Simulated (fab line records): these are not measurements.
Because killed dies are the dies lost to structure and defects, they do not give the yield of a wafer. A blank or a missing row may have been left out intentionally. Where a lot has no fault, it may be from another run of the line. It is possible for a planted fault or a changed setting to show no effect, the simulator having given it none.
The tool behind it: which one? ; flow n5 finfet ; 72 wafers from 24 lots sampled at 6 of the route's 1938 steps

## WHAT THE GAUGES READ, wafer by wafer
N5_BEOL_M6_RS_MEAS_57: measures by four-point-probe.
lot;measured;on;M6_RS (ohm/sq)
L074;day 8 13:16;film metro-01;0.292 0.290 0.288
L076;day 9 02:11;film metro-02;0.322 0.300 0.299
L075;day 9 04:10;film metro-02;0.289 0.304 0.308
L077;day 9 07:17;film metro-01;0.285 0.299 0.291
L078;day 9 15:28;film metro-02;0.311 0.307 0.296
L079;day 10 00:43;film metro-01;0.311 0.299 0.305
L081;day 10 04:18;film metro-02;0.295 0.315 0.293
L080;day 10 10:56;film metro-01;0.296 0.283 0.317
L082;day 10 16:43;film metro-01;0.284 0.288 0.293
L083;day 11 01:14;film metro-01;0.282 0.293 0.288
L084;day 11 03:00;film metro-02;0.305 0.268 0.303
L086;day 11 18:50;film metro-01;0.312 0.300 0.284
L085;day 12 00:25;film metro-01;0.284 0.285 0.295
L088;day 11 23:47;film metro-01;0.294 0.288 0.275
L087;day 12 06:04;film metro-01;0.313 0.316 0.294
L089;day 12 11:22;film metro-02;0.279 0.286 0.301
L091;day 13 03:15;film metro-01;0.269 0.289 0.288
L093;day 13 12:58;film metro-01;0.289 0.287 0.289
L090;day 13 13:59;film metro-02;0.308 0.292 0.305
L092;day 14 00:09;film metro-02;0.286 0.288 0.297
L094;day 14 06:32;film metro-02;0.284 0.301 0.297
L095;day 14 11:12;film metro-02;0.287 0.291 0.301
L096;day 14 13:07;film metro-01;0.315 0.293 0.301
L097;day 14 20:05;film metro-01;0.305 0.307 0.290

N5_BEOL_M7_THK_MEAS_01.
lot;measured;on;M7_ILD_THK (nm)
L074;day 8 13:55;film metro-01;153.0 156.1 155.3
L076;day 9 02:49;film metro-02;155.7 153.7 157.6
L075;day 9 04:49;film metro-01;157.5 158.6 155.0
L077;day 9 07:55;film metro-02;152.8 152.1 153.5
L078;day 9 16:06;film metro-01;153.7 156.2 157.3
L079;day 10 01:21;film metro-01;152.9 156.6 156.4
L081;day 10 04:56;film metro-02;156.4 156.4 157.2
L080;day 10 11:35;film metro-01;153.7 153.1 155.6
L082;day 10 17:21;film metro-02;152.9 154.4 155.5
L083;day 11 01:52;film metro-02;152.9 152.4 156.0
L084;day 11 03:38;film metro-02;153.7 154.5 158.0
L086;day 11 19:30;film metro-02;152.3 155.5 153.2
L085;day 12 01:03;film metro-02;157.3 153.4 155.1
L088;day 12 00:25;film metro-02;151.6 153.9 155.1
L087;day 12 06:43;film metro-02;152.6 153.2 156.4
L089;day 12 12:00;film metro-02;149.6 155.3 156.5
L091;day 13 03:56;film metro-02;156.3 156.9 160.1
L093;day 13 13:37;film metro-02;156.8 155.6 154.6
L090;day 13 14:37;film metro-01;156.3 153.6 157.0
L092;day 14 00:47;film metro-01;152.2 154.0 154.8
L094;day 14 07:11;film metro-02;149.2 149.0 153.4
L095;day 14 11:50;film metro-01;154.7 156.1 158.1
L096;day 14 13:47;film metro-02;150.2 151.4 150.3
L097;day 14 21:13;film metro-01;153.6 159.9 156.9

N5_BEOL_M7_RS_MEAS_57: measures by four-point-probe.
lot;measured;on;M7_RS (ohm/sq)
L074;day 8 20:20;film metro-01;0.281 0.289 0.303
L076;day 9 08:18;film metro-01;0.294 0.299 0.296
L075;day 9 10:36;film metro-01;0.302 0.273 0.285
L077;day 9 15:24;film metro-02;0.277 0.280 0.274
L078;day 10 00:21;film metro-01;0.303 0.280 0.286
L079;day 10 10:46;film metro-01;0.285 0.289 0.292
L081;day 10 11:48;film metro-01;0.288 0.277 0.278
L080;day 10 18:15;film metro-02;0.295 0.295 0.285
L082;day 11 00:58;film metro-01;0.293 0.297 0.285
L083;day 11 11:33;film metro-01;0.317 0.301 0.294
L084;day 11 16:55;film metro-02;0.303 0.292 0.302
L086;day 12 03:16;film metro-01;0.286 0.283 0.292
L085;day 12 08:48;film metro-02;0.277 0.283 0.279
L088;day 12 09:05;film metro-01;0.284 0.298 0.288
L087;day 12 13:44;film metro-01;0.309 0.283 0.288
L089;day 12 18:54;film metro-01;0.296 0.297 0.290
L091;day 13 10:27;film metro-01;0.302 0.285 0.299
L093;day 13 21:44;film metro-01;0.294 0.280 0.301
L090;day 13 22:01;film metro-01;0.308 0.289 0.296
L092;day 14 07:42;film metro-02;0.288 0.274 0.279
L094;day 14 18:08;film metro-01;0.301 0.286 0.296
L095;day 14 18:19;film metro-01;0.286 0.300 0.283
L096;day 14 20:37;film metro-02;0.288 0.294 0.294
L097;day 15 04:30;film metro-01;0.285 0.311 0.294

## TOOL THAT RAN EACH LOT (tool first, then ch and the chambers of the sampled wafers, then the start)
lot;N5_BEOL_M5_ANNEAL_51;N5_BEOL_M6_STRIP_36;N5_BEOL_M7_PRE_CLEAN_45
L074;rtp anneal-01 ch 0, day 8 06:02;rie diel-02 ch 0,2, day 8 10:34;pvd sputter-02, day 8 18:13
L076;rtp anneal-01 ch 0, day 8 16:43;rie diel-02 ch 2,3, day 8 22:50;pvd sputter-01, day 9 06:28
L075;rtp anneal-02 ch 0, day 8 19:23;rie diel-05 ch 1,2, day 9 01:13;pvd sputter-01, day 9 08:29
L077;rtp anneal-01 ch 0, day 8 23:43;rie diel-04 ch 2,3, day 9 04:00;pvd sputter-01, day 9 12:22
L078;rtp anneal-02 ch 0, day 9 07:56;rie diel-02 ch 1,2,3, day 9 11:22;pvd sputter-02, day 9 22:51
L079;rtp anneal-01 ch 0, day 9 15:08;rie diel-05 ch 1,2, day 9 20:59;pvd sputter-02, day 10 08:11
L081;rtp anneal-01 ch 0, day 9 20:34;rie diel-04 ch 0,2, day 10 01:08;pvd sputter-01, day 10 10:10
L080;rtp anneal-01 ch 0, day 10 00:49;rie diel-02 ch 0,1,3, day 10 07:19;pvd sputter-02, day 10 16:11
L082;rtp anneal-02 ch 0, day 10 08:19;rie diel-04 ch 0,3, day 10 12:52;pvd sputter-02, day 10 23:22
L083;rtp anneal-02 ch 0, day 10 16:14;rie diel-04 ch 0,1, day 10 22:20;pvd sputter-02, day 11 09:46
L084;rtp anneal-02 ch 0, day 10 16:52;rie diel-05 ch 0,2, day 10 23:07;pvd sputter-02, day 11 10:52
L086;rtp anneal-01 ch 0, day 11 07:14;rie diel-02 ch 0,2,3, day 11 16:01;pvd sputter-01, day 12 00:02
L085;rtp anneal-01 ch 0, day 11 11:56;rie diel-04 ch 1,2,3, day 11 21:21;pvd sputter-02, day 12 06:12
L088;rtp anneal-02 ch 0, day 11 16:09;rie diel-05 ch 1,2,3, day 11 21:02;pvd sputter-03, day 12 06:13
L087;rtp anneal-02 ch 0, day 11 21:32;rie diel-02 ch 0,2,3, day 12 01:49;pvd sputter-02, day 12 11:35
L089;rtp anneal-01 ch 0, day 12 00:58;rie diel-04 ch 0,1,3, day 12 07:32;pvd sputter-03, day 12 14:56
L091;rtp anneal-02 ch 0, day 12 18:59;rie diel-05 ch 1,2,3, day 13 00:06;pvd sputter-03, day 13 08:40
L093;rtp anneal-01 ch 0, day 13 03:40;rie diel-04 ch 0,1, day 13 09:17;pvd sputter-02, day 13 18:55
L090;rtp anneal-02 ch 0, day 13 04:28;rie diel-04 ch 0,1,2, day 13 11:04;pvd sputter-02, day 13 18:50
L092;rtp anneal-01 ch 0, day 13 14:26;rie diel-04 ch 0,3, day 13 20:17;pvd sputter-02, day 14 05:39
L094;rtp anneal-02 ch 0, day 13 20:38;rie diel-04 ch 0,2,3, day 14 02:32;pvd sputter-01, day 14 14:43
L095;rtp anneal-02 ch 0, day 14 00:27;rie diel-04 ch 2,3, day 14 04:59;pvd sputter-01, day 14 15:07
L096;rtp anneal-01 ch 0, day 14 02:38;rie diel-04 ch 1,2, day 14 10:26;pvd sputter-01, day 14 18:35
L097;rtp anneal-01 ch 0, day 14 11:02;rie diel-04 ch 1,2, day 14 17:28;pvd sputter-03, day 15 02:35
- N5_BEOL_M5_ANNEAL_51: time 90 s.
- N5_BEOL_M6_STRIP_36: strips in N2/H2.
- N5_BEOL_M7_PRE_CLEAN_45: time 30 s.

## AS READ BY THE TOOLS THEMSELVES (means over the sampled wafers that have a number; for cases with no such wafer, the mark the record gives instead)
N5_BEOL_M5_ANNEAL_51.
lot;tool;wafer_temp_C_max
L074;rtp anneal-01;226.13
L076;rtp anneal-01;226.05
L075;rtp anneal-02;225.85
L077;rtp anneal-01;225.93
L078;rtp anneal-02;226.33
L079;rtp anneal-01;225.97
L081;rtp anneal-01;226.10
L080;rtp anneal-01;225.92
L082;rtp anneal-02;226.32
L083;rtp anneal-02;226.04
L084;rtp anneal-02;226.10
L086;rtp anneal-01;225.92
L085;rtp anneal-01;225.89
L088;rtp anneal-02;225.92
L087;rtp anneal-02;225.85
L089;rtp anneal-01;226.20
L091;rtp anneal-02;225.94
L093;rtp anneal-01;225.67
L090;rtp anneal-02;225.77
L092;rtp anneal-01;225.92
L094;rtp anneal-02;226.53
L095;rtp anneal-02;226.02
L096;rtp anneal-01;226.02
L097;rtp anneal-01;226.16

N5_BEOL_M6_STRIP_36.
lot;tool;bias power w (W);drypump motor current A (A);h2 flow sccm (sccm);oes product au (a.u.);rf vpp V (V);showerhead plenum p Torr (Torr);throttle valve pct (%)
L074;rie diel-02;7.005;5.8;199.8;0.69;60.2;2.49;23.8
L076;rie diel-02;7.019;5.9;200.7;0.69;59.2;2.52;23.9
L075;rie diel-05;6.996;6.0;200.1;0.74;59.8;2.53;23.5
L077;rie diel-04;7.012;5.5;199.4;0.75;59.5;2.50;24.0
L078;rie diel-02;6.978;6.0;200.1;0.77;60.3;2.55;23.8
L079;rie diel-05;6.971;5.9;199.9;0.74;59.8;2.53;23.6
L081;rie diel-04;7.004;5.5;200.2;0.79;58.3;2.65;24.0
L080;rie diel-02;6.983;6.2;199.3;0.75;58.5;2.51;23.7
L082;rie diel-04;7.020;5.7;200.0;0.87;59.2;2.62;23.6
L083;rie diel-04;6.991;5.6;199.3;0.78;59.5;2.67;23.7
L084;rie diel-05;7.000;5.4;200.2;0.78;58.1;2.41;23.4
L086;rie diel-02;6.981;6.1;200.2;0.75;58.9;2.48;23.7
L085;rie diel-04;7.011;5.6;199.2;0.84;60.7;2.53;23.5
L088;rie diel-05;6.981;5.7;199.8;0.77;58.7;2.47;23.8
L087;rie diel-02;7.007;6.1;200.1;0.75;58.5;2.48;23.6
L089;rie diel-04;6.994;5.7;199.3;0.79;58.5;2.59;23.5
L091;rie diel-05;7.007;5.7;199.8;0.77;58.2;2.47;23.8
L093;rie diel-04;6.979;5.5;199.9;0.77;58.5;2.66;23.8
L090;rie diel-04;6.991;5.5;200.4;0.80;59.0;2.60;23.8
L092;rie diel-04;6.983;5.8;199.9;0.82;59.8;2.61;23.7
L094;rie diel-04;6.978;5.6;200.1;0.85;58.8;2.55;23.7
L095;rie diel-04;6.978;5.8;199.8;0.86;58.3;2.47;23.5
L096;rie diel-04;6.995;5.3;200.4;0.92;60.5;2.54;23.7
L097;rie diel-04;6.999;5.4;200.3;0.90;58.8;2.54;23.8

N5_BEOL_M7_PRE_CLEAN_45.
lot;tool;heater power w (W)
L074;pvd sputter-02;347
L076;pvd sputter-01;293
L075;pvd sputter-01;312
L077;pvd sputter-01;288
L078;pvd sputter-02;362
L079;pvd sputter-02;361
L081;pvd sputter-01;290
L080;pvd sputter-02;363
L082;pvd sputter-02;356
L083;pvd sputter-02;356
L084;pvd sputter-02;346
L086;pvd sputter-01;283
L085;pvd sputter-02;348
L088;pvd sputter-03;347
L087;pvd sputter-02;348
L089;pvd sputter-03;335
L091;pvd sputter-03;334
L093;pvd sputter-02;346
L090;pvd sputter-02;350
L092;pvd sputter-02;357
L094;pvd sputter-01;319
L095;pvd sputter-01;316
L096;pvd sputter-01;317
L097;pvd sputter-03;334

## THE ANSWER, worked out from the rows above alone
Rule: usual is defined by the lots themselves. Put in order of their means at a reading, lots are off if they are a third of the lots or fewer, leave a main group of 4 or more, and stand apart from it by a gap of 3 or more times the standard deviation of the main group's means; of several such gaps the widest counts. A main group whose means are all the same, to the digits that the tables above print for the reading, isn't used. Also off: a lot with no number at a reading for which 4 or more lots have one. All remaining lots with rows at the step are treated as sound. The gauges are gone through in route order, then the tools' own readings, and for those a lot's mean is taken as printed above. The first step at which some lot is off is used, and at that step the reading that is off furthest; a lot without a number counts as furthest.
No lot is off on any of the readings shown, so nothing can be concluded from this.

## WHAT WAS PUT IN BY THE SIMULATOR
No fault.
